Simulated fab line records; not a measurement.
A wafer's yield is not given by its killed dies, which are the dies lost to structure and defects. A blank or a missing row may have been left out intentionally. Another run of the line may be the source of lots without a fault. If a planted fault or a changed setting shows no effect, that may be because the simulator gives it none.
Matching of chambers ; flow n5_finfet ; pecvd-01 running N5_GATE_CUT_PECVD_57: 3 sister chambers
The step deposits SiNx from SiH4/NH3/N2, target thk 21 nm. 6 wafers are shown with their chamber, then 7 later ones without.

WAFERS PAIRED WITH THEIR CHAMBERS
wafer;chamber;throttle_valve_pct (%);showerhead_plenum_p_Torr (Torr)
L085.4;1;44.3;4.95
L090.3;2;41.8;5.07
L090.4;0;38.7;5.08
L090.6;2;41.8;5.08
L091.1;0;38.9;5.08
L091.3;1;44.4;4.94

WAFERS WITH NO CHAMBER GIVEN
wafer;throttle_valve_pct (%);showerhead_plenum_p_Torr (Torr)
L091.5;38.6;5.06
L092.1;41.5;5.07
L092.2;44.5;4.94
L092.6;41.6;5.08
L095.2;38.8;5.08
L095.3;38.7;5.07
L095.5;38.6;5.08

WHICH CHAMBER EACH WENT THROUGH
wafer;from the rows above;in truth
L091.5;0;0
L092.1;2;2
L092.2;1;1
L092.6;2;2
L095.2;0;0
L095.3;0;0
L095.5;0;0
Correctly placed: 7 of 7. From these rows, 0 cannot be placed. Number placed wrongly: 0.
How it was worked out, from the rows above alone: a wafer's distance from a chamber is the root of the sum, over the readings, of the square of ((its reading less the chamber's mean) divided by the reading's scatter). If the next closest chamber is less than 2 further off than the closest, the wafer can't be placed; otherwise it belongs to the closest. A chamber's mean is the mean of its shown wafers. How the scatter is found: for the shown wafers, subtract from each reading the mean of its chamber, square and add these, divide the total by (wafers less chambers), then take the root.
